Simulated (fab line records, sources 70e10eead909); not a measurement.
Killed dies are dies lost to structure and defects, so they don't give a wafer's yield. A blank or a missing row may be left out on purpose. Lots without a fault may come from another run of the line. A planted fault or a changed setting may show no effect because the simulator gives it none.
fab line records | flow nand_harc
record lots=24 wafers=72 last_day=33
route steps=1302 shown P_M1@310 P_M2@329 P_BONDPAD@381 A_ZERO_WELL@401
lots that met no fault: from a run of the same line without faults
start_h: hours from the record's first day to the start of the lot's first wafer shown | wait_h: hours since the lot's step before | " the same as in the row above | L1.1+2: a row that stands for several wafers | - no value, or no start given | * or withheld: withheld | < > ~ a bound
route shown NAME@n: a module of which the file shows steps, and the number in the route of the first | usual: mean/standard deviation of fault-free wafers | same: alike in all rows | chamber/n: place in a boat | sites: the reading at each site | _std_site: their standard deviation | _edge_site: outer sites' mean less inner sites' | radius_mm: how far each site lies from the wafer's centre | mask NAME#n: copy n | behind: the tool/chamber that last shaped the wafer | hold: why the lot was held/for how many hours/how that ended | device: the transistor (n, p or np) that didn't switch | end of line: the same wafers' tests at the end of the route | a step without rows: its recipe alone | killed: dies lost to structure and defects at the first sort, not the wafer's yield | map: a wafer's dies, x killed, . not, _ none there
set.NAME: the setting as run; set.NAME@STEP: as run at that earlier step | model.NAME: the simulator's own value behind a step, which no gauge read
steps of the route over a sample of lots; a table a step, a row a wafer
services: from which hour (start_h, from the record's first day; less than 0 if before it) a tool's chamber was out of use, for how many hours, and why
## steps
# step NHARC_P_M1_ANNEAL_31
# recipe temp_c=225 time_s=90
# usual wafer_temp_C_max=225.99/0.26
# columns lot.wafer tool chamber start_h wait_h wafer_temp_C_max
L074.1 rtp_anneal-01 0 123.82 - 225.99
L074.3 " 0 " " 226.10
L074.6 " 0 " " 226.17
L075.2 rtp_anneal-01 0 137.12 0.5 225.90
L075.3 " 0 " " 225.82
L075.4 " 0 " " 226.13
L076.1 rtp_anneal-02 0 147.58 - 226.13
L076.2 " 0 " " 226.37
L076.3 " 0 " " 225.65
L077.1 rtp_anneal-02 0 160.33 - 225.81
L077.4 " 0 " " 226.01
L077.5 " 0 " " 225.83
L078.2 rtp_anneal-01 0 165.19 - 225.60
L078.3 " 0 " " 225.73
L078.5 " 0 " " 226.20
L079.2 rtp_anneal-01 0 177.56 - 225.69
L079.3 " 0 " " 226.05
L079.5 " 0 " " 226.18
L080.1 rtp_anneal-02 0 186.39 0.3 225.49
L080.2 " 0 " " 226.29
L080.5 " 0 " " 225.93
L081.1 rtp_anneal-01 0 197.83 0.3 225.93
L081.2 " 0 " " 226.24
L081.5 " 0 " " 225.84
L082.1 rtp_anneal-01 0 209.74 0.3 225.98
L082.4 " 0 " " 225.79
L082.6 " 0 " " 226.02
L083.2 rtp_anneal-01 0 213.46 0.3 225.77
L083.3 " 0 " " 225.86
L083.6 " 0 " " 225.61
L084.1 rtp_anneal-01 0 231.62 - 226.36
L084.4 " 0 " " 226.10
L084.5 " 0 " " 226.46
L085.2 rtp_anneal-02 0 237.43 0.4 225.97
L085.5 " 0 " " 226.09
L085.6 " 0 " " 226.29
L086.2 rtp_anneal-02 0 252.54 - 225.77
L086.4 " 0 " " 225.92
L086.5 " 0 " " 225.81
L087.2 rtp_anneal-01 0 253.72 0.4 226.46
L087.3 " 0 " " 225.80
L087.4 " 0 " " 226.10
L089.1 rtp_anneal-02 0 282.02 0.3 225.80
L089.3 " 0 " " 225.92
L089.4 " 0 " " 225.84
L088.3 rtp_anneal-01 0 283.30 0.3 226.54
L088.4 " 0 " " 225.94
L088.6 " 0 " " 225.81
L091.1 rtp_anneal-01 0 301.49 - 226.21
L091.3 " 0 " " 225.85
L091.4 " 0 " " 225.54
L090.4 rtp_anneal-02 0 302.31 0.3 225.69
L090.5 " 0 " " 226.13
L090.6 " 0 " " 225.69
L092.2 rtp_anneal-02 0 318.31 - 225.80
L092.4 " 0 " " 225.92
L092.6 " 0 " " 225.95
L094.2 rtp_anneal-01 0 329.31 - 226.06
L094.5 " 0 " " 226.06
L094.6 " 0 " " 225.81
L095.1 rtp_anneal-02 0 330.22 - 225.57
L095.4 " 0 " " 225.75
L095.5 " 0 " " 225.74
L093.1 rtp_anneal-02 0 335.34 - 225.84
L093.5 " 0 " " 226.16
L093.6 " 0 " " 226.03
L096.1 rtp_anneal-01 0 344.78 - 225.58
L096.5 " 0 " " 225.84
L096.6 " 0 " " 226.11
L097.1 rtp_anneal-01 0 355.90 0.3 226.36
L097.2 " 0 " " 225.93
L097.6 " 0 " " 226.00
# step NHARC_P_M1_THK_MEAS_24
# recipe thk_meas_gauge=xrf
# usual thk_nm=158.1/1.4
# columns lot.wafer tool chamber start_h wait_h thk_nm
L074.1 film_metro-02 - 124.48 - 157.6
L074.3 " - " " 157.1
L074.6 " - " " 155.1
L075.2 film_metro-02 - 137.73 - 157.9
L075.3 " - " " 158.2
L075.4 " - " " 160.9
L076.1 film_metro-01 - 148.25 - 158.2
L076.2 " - " " 159.9
L076.3 " - " " 157.7
L077.1 film_metro-01 - 160.98 - 158.0
L077.4 " - " " 159.9
L077.5 " - " " 157.7
L078.2 film_metro-01 - 165.79 - 158.4
L078.3 " - " " 156.9
L078.5 " - " " 155.9
L079.2 film_metro-01 - 178.17 - 159.6
L079.3 " - " " 159.4
L079.5 " - " " 160.7
L080.1 film_metro-01 - 187.05 - 157.8
L080.2 " - " " 157.3
L080.5 " - " " 157.2
L081.1 film_metro-01 - 198.49 - 156.9
L081.2 " - " " 156.0
L081.5 " - " " 158.4
L082.1 film_metro-01 - 210.40 - 158.4
L082.4 " - " " 160.1
L082.6 " - " " 157.4
L083.2 film_metro-02 - 214.06 - 159.6
L083.3 " - " " 157.7
L083.6 " - " " 158.7
L084.1 film_metro-02 - 232.27 - 158.5
L084.4 " - " " 158.8
L084.5 " - " " 158.2
L085.2 film_metro-01 - 238.04 - 157.7
L085.5 " - " " 158.7
L085.6 " - " " 159.7
L086.2 film_metro-01 - 253.15 - 156.6
L086.4 " - " " 160.7
L086.5 " - " " 158.9
L087.2 film_metro-01 - 254.33 - 158.8
L087.3 " - " " 158.3
L087.4 " - " " 160.4
L089.1 film_metro-01 - 282.68 - 158.1
L089.3 " - " " 156.8
L089.4 " - " " 158.1
L088.3 film_metro-01 - 283.86 - 156.6
L088.4 " - " " 158.1
L088.6 " - " " 158.3
L091.1 film_metro-01 - 302.16 - 156.9
L091.3 " - " " 158.1
L091.4 " - " " 158.2
L090.4 film_metro-01 - 302.82 - 156.8
L090.5 " - " " 156.7
L090.6 " - " " 158.4
L092.2 film_metro-02 - 318.92 - 159.1
L092.4 " - " " 158.7
L092.6 " - " " 158.6
L094.2 film_metro-02 - 329.93 - 156.1
L094.5 " - " " 157.0
L094.6 " - " " 157.8
L095.1 film_metro-02 - 330.88 - 157.6
L095.4 " - " " 156.8
L095.5 " - " " 158.0
L093.1 film_metro-02 - 336.01 - 157.2
L093.5 " - " " 159.2
L093.6 " - " " 159.0
L096.1 film_metro-02 - 345.46 - 155.2
L096.5 " - " " 159.7
L096.6 " - " " 155.3
L097.1 film_metro-01 - 356.56 - 157.0
L097.2 " - " " 156.9
L097.6 " - " " 157.5
# step NHARC_P_M2_OVL_MEAS_10
# recipe pitch_nm=340
# usual overlay_x_nm=0.1/0.92 overlay_y_nm=0.1/0.6
# columns lot.wafer tool chamber start_h wait_h overlay_x_nm overlay_y_nm
L074.1 overlay-01 - 126.19 - -1.7 1.1
L074.3 " - " " -2.3 1.2
L074.6 " - " " -2.1 1.6
L075.2 overlay-02 - 139.22 - 1.0 0.4
L075.3 " - " " 0.3 0.6
L075.4 " - " " 0.8 0.5
L076.1 overlay-02 - 149.76 - 0.6 0.3
L076.2 " - " " 0.4 0.1
L076.3 " - " " 1.0 0.4
L077.1 overlay-01 - 162.62 - -1.1 0.2
L077.4 " - " " -1.4 0.6
L077.5 " - " " -1.0 0.1
L078.2 overlay-01 - 167.33 - -0.6 -0.4
L078.3 " - " " -0.2 -0.8
L078.5 " - " " 0.0 -0.4
L079.2 overlay-02 - 179.86 - 0.0 -0.2
L079.3 " - " " 0.6 -0.3
L079.5 " - " " 0.0 -0.3
L080.1 overlay-02 - 188.85 - -0.2 -0.5
L080.2 " - " " -0.1 -0.5
L080.5 " - " " -0.4 -0.3
L081.1 overlay-01 - 200.18 - -0.9 -0.2
L081.2 " - " " -1.3 0.9
L081.5 " - " " -1.1 0.6
L082.1 overlay-01 - 212.06 - 1.8 0.4
L082.4 " - " " 1.8 -0.4
L082.6 " - " " 1.9 -0.5
L083.2 overlay-02 - 215.73 - 0.4 0.5
L083.3 " - " " 0.3 0.3
L083.6 " - " " 0.2 0.6
L084.1 overlay-02 - 234.03 - 0.2 0.0
L084.4 " - " " 0.5 -0.1
L084.5 " - " " 0.0 0.3
L085.2 overlay-02 - 239.69 - 0.7 -0.1
L085.5 " - " " 0.7 0.0
L085.6 " - " " 1.1 0.4
L086.2 overlay-02 - 254.67 - 0.3 1.5
L086.4 " - " " 0.9 1.3
L086.5 " - " " 0.6 0.6
L087.2 overlay-02 - 255.97 - 0.4 -0.3
L087.3 " - " " 0.3 -0.4
L087.4 " - " " -0.1 -0.3
L089.1 overlay-01 - 284.32 - 0.3 0.0
L089.3 " - " " 0.2 0.5
L089.4 " - " " 0.6 0.0
L088.3 overlay-01 - 285.38 - 0.4 -0.4
L088.4 " - " " 0.6 -0.5
L088.6 " - " " 0.1 -0.3
L091.1 overlay-02 - 303.76 - 1.1 -0.2
L091.3 " - " " 1.9 0.0
L091.4 " - " " 1.6 0.4
L090.4 overlay-02 - 304.46 - -1.5 0.9
L090.5 " - " " -1.6 1.2
L090.6 " - " " -1.2 0.2
L092.2 overlay-02 - 320.53 - 0.0 0.7
L092.4 " - " " -0.5 0.6
L092.6 " - " " 0.8 0.2
L094.2 overlay-01 - 331.44 - 0.0 -0.9
L094.5 " - " " -0.8 -0.2
L094.6 " - " " -0.4 -0.2
L095.1 overlay-02 - 332.41 - -0.6 0.5
L095.4 " - " " -0.4 -0.8
L095.5 " - " " -0.1 0.0
L093.1 overlay-01 - 337.65 - 1.2 0.6
L093.5 " - " " 1.7 0.6
L093.6 " - " " 1.1 0.1
L096.1 overlay-01 - 346.97 - 0.4 0.7
L096.5 " - " " -0.5 0.8
L096.6 " - " " -0.2 0.6
L097.1 overlay-02 - 358.07 - 0.9 -0.6
L097.2 " - " " 0.9 -0.7
L097.6 " - " " 0.7 -0.5
# step NHARC_P_M2_STRIP_18
# recipe power_w=1000 n2_flow_sccm=150 h2_flow_sccm=150 ar_flow_sccm=0 bias_w=0 chemistry=N2/H2
# usual drypump_motor_current_A=5.8/0.51 mfc_ar_sccm=0.014/0.014 oes_product_au=1.001/0.0067 rf_vpp_V=90.7/1 showerhead_plenum_p_Torr=2.02/0.11 throttle_valve_pct=14.171/0.01
# columns lot.wafer tool chamber start_h wait_h drypump_motor_current_A mfc_ar_sccm oes_product_au rf_hours_counter_h rf_vpp_V showerhead_plenum_p_Torr throttle_valve_pct
L074.3 rie_diel-03 2 126.66 0.1 6.6 0.013 0.998 1.1 91.4 2.20 14.165
L074.1 " 0 " " 5.5 0.036 0.995 0.7 91.9 1.98 14.177
L074.6 " 1 " " 5.6 0 0.997 - 90.4 1.90 14.183
L075.3 rie_diel-03 0 139.78 0.1 5.5 0.036 1.001 2.1 90.1 1.98 14.144
L075.2 " 1 " " 5.6 0 1.008 2.5 89.2 1.90 14.166
L075.4 " 2 " " 6.6 0.013 1.002 - 91.1 2.20 14.184
L076.3 rie_diel-08 0 150.24 0.1 4.6 0 1.010 5.0 89.8 1.91 14.165
L076.1 " 1 " " 6.2 0.020 1.010 5.0 89.8 2.09 14.182
L076.2 " 3 " " 5.7 0.039 1.003 5.9 92.1 2.19 14.159
L077.1 rie_diel-03 1 163.09 0.1 5.6 0 1.012 4.4 88.5 1.90 14.172
L077.4 " 1 " " 5.6 0 1.006 - 90.3 1.90 14.173
L077.5 " 0 " " 5.5 0.036 0.998 - 90.5 1.98 14.165
L078.2 rie_diel-03 0 167.84 0.1 5.5 0.036 1.001 4.2 91.3 1.98 14.166
L078.3 " 1 " " 5.7 0 1.004 4.7 88.9 1.90 14.164
L078.5 " 2 " " 6.6 0.013 1.001 - 91.7 2.20 14.144
L079.3 rie_diel-03 2 180.34 0.1 6.6 0.013 0.999 5.4 92.2 2.20 14.160
L079.2 " 1 " " 5.6 0 1.002 5.5 90.0 1.90 14.161
L079.5 " 1 " " 5.6 0 1.004 - 90.0 1.90 14.180
L080.1 rie_diel-03 0 189.36 0.1 5.5 0.036 1.004 5.6 90.4 1.98 14.168
L080.2 " 1 " " 5.6 0 1.011 6.1 89.5 1.90 14.167
L080.5 " 0 " " 5.5 0.036 1.000 - 90.2 1.98 14.172
L081.2 rie_diel-07 0 200.66 0.1 6.3 0.011 0.996 3.6 90.7 2.02 14.162
L081.1 " 2 " " 5.4 0 1.006 2.9 89.7 1.97 14.184
L081.5 " 1 " " 5.6 0 0.989 - 91.3 1.96 14.184
L082.4 rie_diel-03 2 212.59 0.1 6.6 0.013 0.989 8.3 92.7 2.20 14.193
L082.1 " 3 " " 5.3 0.006 1.004 0.6 90.1 1.98 14.154
L082.6 " 0 " " 5.5 0.036 0.991 - 90.4 1.98 14.187
L083.3 rie_diel-03 0 216.26 0.1 5.5 0.036 1.002 8.0 90.5 1.98 14.164
L083.2 " 1 " " 5.6 0 1.010 8.5 90.2 1.89 14.172
L083.6 " 3 " " 5.2 0.006 1.007 - 90.3 1.98 14.183
L084.1 rie_diel-08 1 234.56 0.1 6.1 0.020 0.992 1.0 90.4 2.09 14.174
L084.4 " 2 " " 6.1 0.008 0.998 1.0 91.3 2.19 14.176
L084.5 " 0 " " 4.6 0 0.985 - 90.1 1.91 14.185
L085.2 rie_diel-03 0 240.17 0.1 5.5 0.036 1.002 8.6 89.0 1.98 14.180
L085.5 " 0 " " 5.5 0.036 0.991 - 91.3 1.98 14.169
L085.6 " 1 " " 5.6 0 1.004 - 89.5 1.89 14.168
L086.4 rie_diel-03 3 255.19 0.1 5.2 0.006 0.995 1.8 91.4 1.98 14.162
L086.2 " 0 " " 5.5 0.036 1.002 9.7 89.2 1.98 14.171
L086.5 " 2 " " 6.6 0.013 1.000 - 91.7 2.20 14.175
L087.4 rie_diel-03 3 256.44 0.1 5.3 0.006 0.998 1.8 92.5 1.98 14.175
L087.3 " 1 " " 5.6 0 0.995 10.3 88.7 1.89 14.168
L087.2 " 2 " " 6.6 0.013 1.011 9.5 91.4 2.20 14.154
L089.1 rie_diel-07 2 284.98 0.1 5.4 0 1.006 7.8 90.9 1.97 14.164
L089.3 " 0 " " 6.2 0.011 1.003 - 90.4 2.02 14.167
L089.4 " 2 " " 5.4 0 1.007 - 91.4 1.97 14.162
L088.3 rie_diel-07 0 286.07 0.2 6.3 0.011 1.003 - 89.7 2.02 14.183
L088.4 " 2 " " 5.4 0 1.008 - 91.3 1.97 14.173
L088.6 " 2 " " 5.4 0 1.004 - 91.4 1.97 14.174
L091.4 rie_diel-08 3 304.28 0.1 5.7 0.039 0.991 2.6 92.3 2.19 14.168
L091.1 " 1 " " 6.1 0.020 0.996 3.5 90.7 2.09 14.159
L091.3 " 2 " " 6.1 0.008 0.996 3.9 91.0 2.19 14.167
L090.6 rie_diel-07 0 305.04 0.2 6.2 0.011 0.994 - 90.1 2.02 14.183
L090.4 " 2 " " 5.4 0 0.999 - 91.1 1.97 14.182
L090.5 " 3 " " 6.0 0.033 1.015 - 91.4 2.09 14.182
L092.2 rie_diel-08 2 321.03 0.1 6.1 0.008 0.999 5.1 92.7 2.19 14.171
L092.4 " 0 " " 4.6 0 0.997 5.4 89.3 1.91 14.164
L092.6 " 2 " " 6.1 0.008 0.999 - 90.9 2.19 14.175
L094.2 rie_diel-03 2 331.99 0.1 6.6 0.013 1.001 0.9 91.7 2.20 14.177
L094.6 " 3 " " 5.3 0.006 0.998 - 89.4 1.98 14.169
L094.5 " 0 " " 5.5 0.036 0.989 - 90.5 1.97 14.180
L095.4 rie_diel-03 0 332.94 0.1 5.5 0.036 0.992 2.3 91.6 1.97 14.180
L095.1 " 1 " " 5.6 0 1.012 2.3 90.3 1.89 14.170
L095.5 " 2 " " 6.6 0.013 1.014 - 92.3 2.20 14.179
L093.1 rie_diel-07 2 338.20 0.1 5.3 0 1.000 1.4 90.9 1.97 14.176
L093.5 " 3 " " 6.0 0.033 1.013 - 90.9 2.09 14.176
L093.6 " 0 " " 6.3 0.011 1.007 - 90.0 2.02 14.175
L096.1 rie_diel-07 3 347.47 0.1 6.0 0.033 1.005 2.7 91.5 2.09 14.175
L096.6 " 2 " " 5.4 0 0.992 - 90.4 1.97 14.170
L096.5 " 3 " " 6.0 0.033 1.003 - 91.7 2.09 14.161
L097.1 rie_diel-07 2 358.57 0.1 5.4 0 1.003 2.2 90.5 1.97 14.184
L097.2 " 3 " " 6.0 0.033 1.018 3.0 91.3 2.09 14.171
L097.6 " 2 " " 5.4 0 1.010 - 90.0 1.97 14.178
# step NHARC_P_BONDPAD_THK_MEAS_20
# recipe thk_meas_gauge=xrf
# usual thk_nm=161.0/1.5
# columns lot.wafer tool chamber start_h wait_h thk_nm
L074.1 film_metro-01 - 134.01 - 160.6
L074.3 " - " " 161.6
L074.6 " - " " 160.8
L075.2 film_metro-01 - 146.52 - 162.0
L075.3 " - " " 158.7
L075.4 " - " " 163.3
L076.1 film_metro-02 - 157.22 - 160.4
L076.2 " - " " 161.5
L076.3 " - " " 162.2
L077.1 film_metro-02 - 169.71 - 160.3
L077.4 " - " " 158.8
L077.5 " - " " 159.2
L078.2 film_metro-01 - 174.74 - 162.2
L078.3 " - " " 162.4
L078.5 " - " " 164.2
L079.2 film_metro-02 - 186.85 - 158.3
L079.3 " - " " 158.3
L079.5 " - " " 160.7
L080.1 film_metro-02 - 196.35 - 160.7
L080.2 " - " " 161.5
L080.5 " - " " 163.1
L081.1 film_metro-02 - 207.30 - 162.9
L081.2 " - " " 161.6
L081.5 " - " " 163.5
L082.1 film_metro-02 - 219.09 - 162.6
L082.4 " - " " 160.2
L082.6 " - " " 161.3
L083.2 film_metro-01 - 222.87 - 160.9
L083.3 " - " " 161.7
L083.6 " - " " 158.7
L084.1 film_metro-01 - 241.10 - 164.4
L084.4 " - " " 160.3
L084.5 " - " " 158.2
L085.2 film_metro-01 - 247.19 - 159.7
L085.5 " - " " 158.2
L085.6 " - " " 162.1
L086.2 film_metro-01 - 261.74 - 160.7
L086.4 " - " " 161.7
L086.5 " - " " 161.9
L087.2 film_metro-01 - 262.89 - 161.1
L087.3 " - " " 159.9
L087.4 " - " " 160.2
L089.1 film_metro-01 - 291.75 - 163.4
L089.3 " - " " 159.6
L089.4 " - " " 163.5
L088.3 film_metro-01 - 292.87 - 162.2
L088.4 " - " " 162.0
L088.6 " - " " 161.4
L091.1 film_metro-01 - 311.08 - 161.5
L091.3 " - " " 161.4
L091.4 " - " " 160.2
L090.4 film_metro-01 - 311.99 - 161.5
L090.5 " - " " 161.9
L090.6 " - " " 162.2
L092.2 film_metro-01 - 327.68 - 159.5
L092.4 " - " " 162.1
L092.6 " - " " 160.5
L094.2 film_metro-01 - 338.55 - 160.5
L094.5 " - " " 162.0
L094.6 " - " " 159.6
L095.1 film_metro-01 - 339.35 - 159.9
L095.4 " - " " 161.9
L095.5 " - " " 161.2
L093.1 film_metro-02 - 344.64 - 161.4
L093.5 " - " " 161.8
L093.6 " - " " 161.4
L096.1 film_metro-01 - 353.99 - 157.5
L096.5 " - " " 159.9
L096.6 " - " " 158.3
L097.1 film_metro-02 - 364.97 - 163.5
L097.2 " - " " 161.4
L097.6 " - " " 162.0
# step NHARC_A_ZERO_WELL_CD_MEAS_10
# recipe target_cd_nm=2000 landing_energy_ev=500
# usual cd_nm=2000.0/1.5
# columns lot.wafer tool chamber start_h wait_h cd_nm
L074.1 cd_sem-03 0 135.87 - 2001.4
L074.3 " 0 " " 1999.8
L074.6 " 0 " " 1999.6
L075.2 cd_sem-02 0 147.92 - 1998.8
L075.3 " 0 " " 2000.6
L075.4 " 0 " " 2000.4
L076.1 cd_sem-03 0 158.90 - 1998.2
L076.2 " 0 " " 1998.5
L076.3 " 0 " " 1998.9
L077.1 cd_sem-01 0 171.22 - 2001.8
L077.4 " 0 " " 2001.6
L077.5 " 0 " " 1999.2
L078.2 cd_sem-03 0 176.25 - 1999.9
L078.3 " 0 " " 1998.0
L078.5 " 0 " " 1998.2
L079.2 cd_sem-02 0 188.49 - 2000.6
L079.3 " 0 " " 1999.3
L079.5 " 0 " " 2000.7
L080.1 cd_sem-02 0 197.91 - 1998.6
L080.2 " 0 " " 1999.0
L080.5 " 0 " " 1998.8
L081.1 cd_sem-03 0 208.91 - 2000.8
L081.2 " 0 " " 2000.4
L081.5 " 0 " " 1999.4
L082.1 cd_sem-03 0 220.78 - 2002.1
L082.4 " 0 " " 2002.4
L082.6 " 0 " " 2000.8
L083.2 cd_sem-02 0 224.61 - 2001.0
L083.3 " 0 " " 2001.0
L083.6 " 0 " " 1999.2
L084.1 cd_sem-01 0 242.62 - 2000.4
L084.4 " 0 " " 1997.8
L084.5 " 0 " " 2001.0
L085.2 cd_sem-01 0 248.73 - 2001.4
L085.5 " 0 " " 2001.6
L085.6 " 0 " " 2000.5
L086.2 cd_sem-02 0 263.13 - 1999.6
L086.4 " 0 " " 2001.3
L086.5 " 0 " " 1999.6
L087.2 cd_sem-02 0 264.44 - 2001.5
L087.3 " 0 " " 2004.5
L087.4 " 0 " " 2001.8
L089.1 cd_sem-01 0 293.29 - 2000.0
L089.3 " 0 " " 1998.4
L089.4 " 0 " " 2000.3
L088.3 cd_sem-02 0 294.40 - 1999.1
L088.4 " 0 " " 2000.2
L088.6 " 0 " " 1998.2
L091.1 cd_sem-01 0 312.62 - 1999.8
L091.3 " 0 " " 2000.4
L091.4 " 0 " " 2000.2
L090.4 cd_sem-03 0 313.52 - 1999.9
L090.5 " 0 " " 2002.0
L090.6 " 0 " " 2001.7
L092.2 cd_sem-01 0 329.23 - 2001.9
L092.4 " 0 " " 1999.7
L092.6 " 0 " " 2002.8
L094.2 cd_sem-03 0 340.07 - 1998.0
L094.5 " 0 " " 1999.0
L094.6 " 0 " " 1999.5
L095.1 cd_sem-02 0 340.77 - 1997.0
L095.4 " 0 " " 1997.8
L095.5 " 0 " " 1999.2
L093.1 cd_sem-03 0 346.17 - 1999.1
L093.5 " 0 " " 1999.1
L093.6 " 0 " " 2001.2
L096.1 cd_sem-02 0 355.38 - 1997.8
L096.5 " 0 " " 1999.0
L096.6 " 0 " " 1999.8
L097.1 cd_sem-02 0 366.50 - 2001.9
L097.2 " 0 " " 2001.1
L097.6 " 0 " " 2000.6
## services
# columns tool chamber start_h hours kind
rie_diel-03 - 104.40 9.0 pm
rie_diel-03 0 104.40 9.0 vent_cycle
rie_diel-03 1 104.40 9.0 vent_cycle
rie_diel-03 2 104.40 9.0 vent_cycle
rie_diel-03 3 104.40 9.0 vent_cycle
rie_diel-03 0 113.40 - clean
rie_diel-03 1 113.40 - clean
rie_diel-03 2 113.40 - clean
rie_diel-03 3 113.40 - clean
rie_diel-07 - 117.20 9.0 pm
rie_diel-03 3 126.11 81.9 repair
rie_diel-07 2 133.93 11.8 repair
rie_diel-08 2 140.68 3.1 repair
rie_diel-08 - 190.80 9.0 pm
rie_diel-07 3 199.32 8.3 repair
rie_diel-03 - 246.68 0.6 repair
rie_diel-07 2 260.33 5.0 repair
rie_diel-07 1 274.83 37.0 repair
rie_diel-08 3 280.36 15.0 repair
rie_diel-03 - 281.40 9.0 pm
rie_diel-08 1 289.88 5.3 repair
rie_diel-07 - 294.20 9.0 pm
rie_diel-03 2 316.68 10.1 repair
rie_diel-08 - 332.67 0.7 repair
## key
fault none
